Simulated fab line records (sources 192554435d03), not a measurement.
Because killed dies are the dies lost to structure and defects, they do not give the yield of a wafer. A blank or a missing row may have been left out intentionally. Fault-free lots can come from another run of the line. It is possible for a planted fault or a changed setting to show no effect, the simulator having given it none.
fab line records ; flow n5Finfet
record lots=6; wafers=18; lastDay=17
route steps=1938 shown PASSIVATION@1918
lots that met no fault: from a run of the same line without faults
startH: start of the lot's first displayed wafer, in hours after the record's first day ; waitH: hours elapsed since this lot's preceding step ; " unchanged from the row above ; L1.1+2: a single row standing in for several wafers ; - no value, or no start given ; * or withheld: withheld ; < > ~ a bound
route shown NAME@n: names a module that has steps shown in the file, with the first one's number in the route ; usual: average and standard deviation across the fault-free wafers ; same: alike in all rows ; chamber/n: place in a boat ; sites: per-site readings ; _std_site: standard deviation of those values ; _edge_site: outer sites' mean less inner sites' ; radiusMm: how far each site lies from the wafer's centre ; mask NAME#n: copy n ; behind: the most recent tool/chamber to have shaped the wafer ; hold: what put the lot on hold/how long, in hours/how the hold closed ; device: the n, p or np transistor that did not switch ; end of line: at the end of the route, the tests of the same wafers ; a step without rows: its recipe alone ; killed: dies lost to structure and defects at the first sort, not the wafer's yield ; map: shows each die of a wafer: x if killed, . if not, _ if none is there
set.NAME: the setting the step ran with; set.NAME@STEP: the setting that earlier step ran with ; model.NAME: the simulator's own value behind a step, which no gauge read
lots seen at some steps along the route; tables by step, rows by wafer
services: a tool's chamber out of use, with start hour (startH, from the record's first day; less than 0 if before it), hours out, and reason
## steps
# step N5_PASSIVATION_COAT_38
# recipe spinRpm=3000; resistThkNm=withheld
# step N5_PASSIVATION_EBR_40
# recipe solvent=PGMEA; ebrWidthMm=1.5
# step N5_PASSIVATION_SOFTBAKE_39
# recipe tempC=110; timeS=120
# step N5_PASSIVATION_EXPOSE_41
# recipe maskId=PASS_OPEN; na=0.55; defocusNm=0; sourceShape=conventional; sigmaOuter=0.8; polarization=unpolarized; targetCdNm=40000; doseMj=57.25
# step N5_PASSIVATION_PEB_42
# recipe pebTempC=withheld; pebTimeS=*
# step N5_PASSIVATION_DEVELOP_43
# recipe developTimeS=60; rinseLiquid=diw; dry=airSpin; devTempC=21
# step N5_PASSIVATION_HARDBAKE_45
# recipe tempC=130; timeS=120
# step N5_PASSIVATION_CD_MEAS_44
# recipe targetCdNm=40000; landingEnergyEv=500; detector=seInlens
# usual cdNm=40002/5.1
lot.wafer;tool;chamber;startH;waitH;cdNm
L513.2;cdSem-01;0;290.28;-;40007
L513.3;cdSem-01;0;290.28;-;40002
L513.4;cdSem-01;0;290.28;-;40013
L516.1;cdSem-01;0;299.66;-;40005
L516.4;cdSem-01;0;299.66;-;39999
L516.5;cdSem-01;0;299.66;-;40004
L520.2;cdSem-03;0;347.27;-;40009
L520.3;cdSem-03;0;347.27;-;40008
L520.6;cdSem-03;0;347.27;-;39999
L522.2;cdSem-03;0;356.45;-;40006
L522.3;cdSem-03;0;356.45;-;40006
L522.4;cdSem-03;0;356.45;-;40008
L532.1;cdSem-01;0;400.26;-;39997
L532.2;cdSem-01;0;400.26;-;39998
L532.6;cdSem-01;0;400.26;-;39997
L529.2;cdSem-01;0;406.99;-;40010
L529.3;cdSem-01;0;406.99;-;40009
L529.6;cdSem-01;0;406.99;-;40001
# step N5_PASSIVATION_OVL_MEAS_66
# recipe pointsPerWafer=44
# usual PASS_OPEN_OVL=0/4.6
lot.wafer;tool;chamber;startH;waitH;PASS_OPEN_OVL[nm]
L513.2;overlay-01;0;290.31;0.0;1
L513.3;overlay-01;0;290.31;0.0;-10
L513.4;overlay-01;0;290.31;0.0;-7
L516.1;overlay-02;0;299.69;0.0;3
L516.4;overlay-02;0;299.69;0.0;0
L516.5;overlay-02;0;299.69;0.0;-4
L520.2;overlay-02;0;347.30;0.0;-5
L520.3;overlay-02;0;347.30;0.0;4
L520.6;overlay-02;0;347.30;0.0;6
L522.2;overlay-01;0;356.48;0.0;-6
L522.3;overlay-01;0;356.48;0.0;-1
L522.4;overlay-01;0;356.48;0.0;0
L532.1;overlay-01;0;400.29;0.0;-1
L532.2;overlay-01;0;400.29;0.0;4
L532.6;overlay-01;0;400.29;0.0;3
L529.2;overlay-01;0;407.02;0.0;-3
L529.3;overlay-01;0;407.02;0.0;3
L529.6;overlay-01;0;407.02;0.0;-2
# step N5_PASSIVATION_INSPECT_67
# recipe mode=adi; inspectInstrument=macro
# usual rawDefectCount=2.0/1.5
lot.wafer;tool;chamber;startH;waitH;rawDefectCount
L513.2;defectInspect-01;-;290.34;0.0;2
L513.3;defectInspect-01;-;290.34;0.0;3
L513.4;defectInspect-01;-;290.34;0.0;1
L516.1;defectInspect-01;-;299.71;0.0;2
L516.4;defectInspect-01;-;299.71;0.0;5
L516.5;defectInspect-01;-;299.71;0.0;0
L520.2;defectInspect-02;-;347.33;0.0;5
L520.3;defectInspect-02;-;347.33;0.0;1
L520.6;defectInspect-02;-;347.33;0.0;1
L522.2;defectInspect-01;-;356.51;0.0;1
L522.3;defectInspect-01;-;356.51;0.0;1
L522.4;defectInspect-01;-;356.51;0.0;1
L532.1;defectInspect-01;-;400.31;0.0;1
L532.2;defectInspect-01;-;400.31;0.0;0
L532.6;defectInspect-01;-;400.31;0.0;6
L529.2;defectInspect-02;-;407.04;0.0;1
L529.3;defectInspect-02;-;407.04;0.0;5
L529.6;defectInspect-02;-;407.04;0.0;3
# step N5_PASSIVATION_DESCUM_46
# recipe chemistry=O2; timeS=7.9; sourcePowerW=50; biasPowerW=20; pressureMtorr=20; rfFrequencyHz=2.712e+07; tempC=40; o2FlowSccm=225
# usual drypumpMotorCurrentA=5.6/0.37; oesProductAu=0.81/0.089; rfVppV=242.7/1.3; showerheadPlenumPTorr=2.06/0.073; throttleValvePct=20.43/0.22
lot.wafer;tool;chamber;startH;waitH;drypumpMotorCurrentA;oesProductAu;rfHoursCounterH;rfVppV;showerheadPlenumPTorr;throttleValvePct
L513.2;rieDiel-04;2;290.37;0.0;6.0;0.68;247;243.6;2.05;20.45
L513.3;rieDiel-04;1;290.37;0.0;5.1;0.73;192;242.2;1.97;20.68
L513.4;rieDiel-04;2;290.37;0.0;6.0;0.68;-;242.4;2.05;20.45
L516.1;rieDiel-06;0;299.75;0.0;5.7;0.90;37;242.5;2.03;20.15
L516.4;rieDiel-06;1;299.75;0.0;6.2;0.84;83;241.6;2.00;20.49
L516.5;rieDiel-06;3;299.75;0.0;5.5;0.79;-;241.9;2.02;20.35
L520.2;rieDiel-06;2;347.36;0.0;5.5;0.70;238;243.2;2.06;20.80
L520.3;rieDiel-06;1;347.36;0.0;6.1;0.82;99;240.8;2.00;20.51
L520.6;rieDiel-06;1;347.36;0.0;6.2;0.81;-;242.2;2.00;20.52
L522.2;rieDiel-06;0;356.54;0.0;5.7;0.85;58;241.8;2.02;20.16
L522.3;rieDiel-06;3;356.54;0.0;5.5;0.78;129;241.4;2.01;20.39
L522.4;rieDiel-06;1;356.54;0.0;6.1;0.82;103;241.5;2.00;20.52
L532.1;rieDiel-02;0;401.89;1.6;5.9;0.89;48;243.2;2.14;20.34
L532.2;rieDiel-02;3;401.89;1.6;5.2;0.75;135;241.2;2.00;20.59
L532.6;rieDiel-02;1;401.89;1.6;5.7;0.91;-;245.7;2.22;20.05
L529.2;rieDiel-02;1;409.34;2.3;5.6;0.90;31;244.7;2.21;20.06
L529.3;rieDiel-02;0;409.34;2.3;5.9;0.88;52;242.9;2.14;20.34
L529.6;rieDiel-02;3;409.34;2.3;5.2;0.74;-;240.9;2.00;20.61
# step N5_PASSIVATION_PASS_ETCH_47
# recipe chemistry=CF4/O2; target=SiNx; targetDepthA=7700; timeS=385; ionEnergyEv=100; pressureMtorr=40; sourceW=535; biasW=49; Ar_flow_sccm=100; cf4FlowSccm=100; O2_flow_sccm=10
# usual drypumpMotorCurrentA=5.6/0.37; oesProductAu=0.81/0.084; rfVppV=238/9; showerheadPlenumPTorr=2.17/0.062; throttleValvePct=15.87/0.28
lot.wafer;tool;chamber;startH;waitH;drypumpMotorCurrentA;oesProductAu;rfHoursCounterH;rfVppV;showerheadPlenumPTorr;throttleValvePct
L513.2;rieDiel-04;2;290.41;0.0;6.0;0.68;247;230;2.16;15.99
L513.3;rieDiel-04;1;290.41;0.0;5.1;0.72;193;235;2.11;16.25
L513.4;rieDiel-04;2;290.41;0.0;5.9;0.68;-;229;2.16;15.98
L516.1;rieDiel-06;0;299.78;0.0;5.7;0.88;37;222;2.15;15.56
L516.4;rieDiel-06;1;299.78;0.0;6.2;0.84;83;256;2.14;16.08
L516.5;rieDiel-06;3;299.78;0.0;5.5;0.80;-;240;2.15;15.89
L520.2;rieDiel-06;2;347.40;0.0;5.5;0.70;238;246;2.17;16.21
L520.3;rieDiel-06;1;347.40;0.0;6.2;0.82;99;255;2.13;16.09
L520.6;rieDiel-06;1;347.40;0.0;6.2;0.82;-;256;2.13;16.09
L522.2;rieDiel-06;0;356.58;0.0;5.7;0.85;58;223;2.14;15.61
L522.3;rieDiel-06;3;356.58;0.0;5.5;0.78;129;242;2.14;15.94
L522.4;rieDiel-06;1;356.58;0.0;6.2;0.81;103;254;2.13;16.12
L532.1;rieDiel-02;0;401.92;0.0;5.9;0.87;48;248;2.25;15.66
L532.2;rieDiel-02;3;401.92;0.0;5.3;0.77;135;241;2.13;16.14
L532.6;rieDiel-02;1;401.92;0.0;5.6;0.90;-;237;2.33;15.47
L529.2;rieDiel-02;1;409.37;0.0;5.7;0.90;31;238;2.33;15.47
L529.3;rieDiel-02;0;409.37;0.0;5.9;0.86;52;249;2.25;15.64
L529.6;rieDiel-02;3;409.37;0.0;5.2;0.76;-;241;2.13;16.13
# step N5_PASSIVATION_ETCH_54
# recipe chemistry=CHF3/O2; target=SiO2; targetDepthA=8800; CHF3_flow_sccm=50; O2_flow_sccm=5; Ar_flow_sccm=200; timeS=440; maskMaterial=PR; pressureMtorr=30; sourceW=650; biasW=170; ionEnergyEv=200
# usual drypumpMotorCurrentA=5.6/0.37; oesProductAu=0.81/0.084; rfVppV=518/19; showerheadPlenumPTorr=2.38/0.067; throttleValvePct=18.82/0.26
lot.wafer;tool;chamber;startH;waitH;drypumpMotorCurrentA;oesProductAu;rfHoursCounterH;rfVppV;showerheadPlenumPTorr;throttleValvePct;model.etch.depthNm;model.PASSIVATION.featureDepthNm
L513.2;rieDiel-04;2;290.63;0.1;6.0;0.68;248;502;2.37;18.89;850.2;850.2
L513.3;rieDiel-04;1;290.63;0.1;5.1;0.72;193;513;2.31;19.26;883.3;883.4
L513.4;rieDiel-04;2;290.63;0.1;6.0;0.68;-;501;2.37;18.90;851.5;851.4
L516.1;rieDiel-06;0;300.01;0.1;5.7;0.88;37;486;2.37;18.64;903.2;903.2
L516.4;rieDiel-06;1;300.01;0.1;6.2;0.83;83;555;2.32;18.96;875.3;875.2
L516.5;rieDiel-06;3;300.01;0.1;5.5;0.81;-;524;2.35;18.82;873.5;873.6
L520.2;rieDiel-06;2;347.62;0.1;5.5;0.70;238;536;2.36;19.10;773.3;773.4
L520.3;rieDiel-06;1;347.62;0.1;6.2;0.83;99;554;2.32;18.97;816.3;816.4
L520.6;rieDiel-06;1;347.62;0.1;6.2;0.82;-;553;2.32;18.97;816.5;816.6
L522.2;rieDiel-06;0;356.80;0.1;5.7;0.84;59;485;2.36;18.67;828;828
L522.3;rieDiel-06;3;356.80;0.1;5.5;0.79;129;526;2.34;18.88;812;812
L522.4;rieDiel-06;1;356.80;0.1;6.2;0.82;103;553;2.32;19.01;806.9;806.8
L532.1;rieDiel-02;0;402.15;0.1;5.9;0.87;48;539;2.46;18.63;890.3;890.4
L532.2;rieDiel-02;3;402.15;0.1;5.2;0.76;135;523;2.33;19.08;878.1;878.2
L532.6;rieDiel-02;1;402.15;0.1;5.6;0.90;-;516;2.54;18.37;863.8;863.8
L529.2;rieDiel-02;1;409.60;0.1;5.7;0.90;31;517;2.54;18.39;872.9;873
L529.3;rieDiel-02;0;409.60;0.1;5.9;0.87;52;538;2.46;18.62;899.8;899.8
L529.6;rieDiel-02;3;409.60;0.1;5.2;0.76;-;522;2.32;19.06;886.5;886.4
# step N5_PASSIVATION_STRIP_48
# recipe chemistry=O2; powerW=600; tempC=60; pressureMtorr=30; rfFrequencyHz=6e+07; biasPowerW=0; overashFraction=0.5; o2FlowSccm=225
# usual drypumpMotorCurrentA=5.6/0.37; oesProductAu=0.81/0.087; rfVppV=3.5/2.3; showerheadPlenumPTorr=2.06/0.073; throttleValvePct=16.66/0.25
lot.wafer;tool;chamber;startH;waitH;drypumpMotorCurrentA;oesProductAu;rfHoursCounterH;rfVppV;showerheadPlenumPTorr;throttleValvePct
L513.2;rieDiel-04;2;290.92;0.1;6.0;0.68;248;2.9;2.05;16.78
L513.3;rieDiel-04;1;290.92;0.1;5.1;0.76;193;3.7;1.98;16.95
L513.4;rieDiel-04;2;290.92;0.1;6.0;0.68;-;5.8;2.05;16.65
L516.1;rieDiel-06;0;300.30;0.1;5.7;0.90;37;5.2;2.04;16.37
L516.4;rieDiel-06;1;300.30;0.1;6.2;0.85;83;6.0;2.01;16.80
L516.5;rieDiel-06;3;300.30;0.1;5.5;0.81;-;2.1;2.02;16.59
L520.2;rieDiel-06;2;347.91;0.2;5.5;0.73;238;4.2;2.07;17.10
L520.3;rieDiel-06;1;347.91;0.2;6.1;0.79;99;3.9;2.00;16.81
L520.6;rieDiel-06;1;347.91;0.2;6.2;0.86;-;0.9;2.00;16.76
L522.2;rieDiel-06;0;357.09;0.2;5.7;0.85;59;9.8;2.03;16.47
L522.3;rieDiel-06;3;357.09;0.2;5.5;0.78;129;3.5;2.01;16.66
L522.4;rieDiel-06;1;357.09;0.2;6.2;0.80;103;5.2;2.00;16.79
L532.1;rieDiel-02;0;402.44;0.1;5.9;0.86;48;3.8;2.15;16.44
L532.2;rieDiel-02;3;402.44;0.1;5.2;0.77;135;4.8;2.00;16.84
L532.6;rieDiel-02;1;402.44;0.1;5.7;0.91;-;0.4;2.22;16.21
L529.2;rieDiel-02;1;409.89;0.1;5.6;0.91;31;4.3;2.22;16.32
L529.3;rieDiel-02;0;409.89;0.1;5.9;0.86;52;0;2.14;16.54
L529.6;rieDiel-02;3;409.89;0.1;5.2;0.74;-;4.8;2.00;16.90
# step N5_PASSIVATION_PROBE_49
# usual defectLimitedYield=91.3/1.5; killed_at_M0_to_M3=35/8.7; killed_at_M4_up=14/5.5; killedAtContacts=11/5.6; killedAtFrontEnd=39/13; killedAtOther=3.7/2.2; killedDies=103/18; killedOpen=69/14; killedShort=33/7.8; sort_bin_4_leakage=0.02/0.15; sort_bin_5_function=5.1/0.99; sort_bin_6_memory=3.3/0.67; sortNPass=1077/18; sortYieldPct=91.2/1.5
# same grossDies=1180; killedAtBackSide=0; sort_bin_8_speed[%]=0
lot.wafer;tool;chamber;startH;waitH;defectLimitedYield[%];killed_at_M0_to_M3;killed_at_M4_up;killedAtContacts;killedAtFrontEnd;killedAtOther;killedDies;killedOpen;killedShort;sort_bin_4_leakage[%];sort_bin_5_function[%];sort_bin_6_memory[%];sortNPass;sortYieldPct[%]
L520.2;prober-02;-;350.47;0.1;84.6;54;9;13;23;83;182;73;28;0;11.9;3.0;998;84.6
# killed by level:class
L520.2 PASSIVATION:areaEtch=81 BEOL_M2:geometricParticle:open=15 MOL_CONTACT_COAG:geometricParticle:open=9 BEOL_M0_SAQP:geometricParticle:short=8 BEOL_M1:geometricParticle:open=8 BEOL_M0_SAQP:geometricParticle:open=7 BEOL_M3:geometricParticle:open=7 FIN_SAQP:geometricParticle:open=5
## services
tool;chamber;startH;hours;kind
rieDiel-04;3;275.02;10.0;repair
rieDiel-06;3;280.34;5.1;repair
rieDiel-04;0;285.05;-;clean
rieDiel-04;0;285.05;-;consumableReplace:focusRing
rieDiel-04;0;285.05;18.8;scheduledDown
rieDiel-04;0;285.05;18.8;ventCycle
rieDiel-04;2;304.11;-;clean
rieDiel-04;2;304.11;-;consumableReplace:focusRing
rieDiel-04;2;304.11;12.8;scheduledDown
rieDiel-02;1;317.81;-;clean
rieDiel-02;1;317.81;-;consumableReplace:focusRing
rieDiel-02;1;317.81;-;consumableReplace:showerhead
rieDiel-02;1;317.81;17.8;scheduledDown
rieDiel-02;1;317.81;17.8;ventCycle
rieDiel-04;2;361.65;6.5;repair
rieDiel-02;2;366.02;-;clean
rieDiel-02;2;366.02;-;consumableReplace:focusRing
rieDiel-02;2;366.02;15.2;scheduledDown
rieDiel-02;2;366.02;15.2;ventCycle
rieDiel-06;2;379.64;-;clean
rieDiel-06;2;379.64;-;consumableReplace:focusRing
rieDiel-06;2;379.64;17.8;scheduledDown
rieDiel-06;2;379.64;17.8;ventCycle
rieDiel-04;-;401.02;14.6;pm
## key
firstSign none at tools or gauges
modelEffect step=N5_PASSIVATION_ETCH_54; value=etch.depthNm; without=876.1; struck=808.8
metAt N5_PASSIVATION_ETCH_54
struckWafers L520.2,L520.3,L520.6,L522.2,L522.3,L522.4
onsetBetween 300.01 347.62
alsoFits N5_PASSIVATION_DESCUM_46:rieDiel-06,N5_PASSIVATION_PASS_ETCH_47:rieDiel-06
earlierFault kind=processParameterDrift; tool=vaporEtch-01; chamber=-; onsetH=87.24; steps=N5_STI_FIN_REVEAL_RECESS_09; channel=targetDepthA; offset=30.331; shape=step; actsIn=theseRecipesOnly; stated=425
fault kind=processParameterDrift; tool=rieDiel-06; chamber=-; onsetH=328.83; steps=N5_PASSIVATION_ETCH_54; channel=timeS; offset=*; shape=step; actsIn=*; stated=*
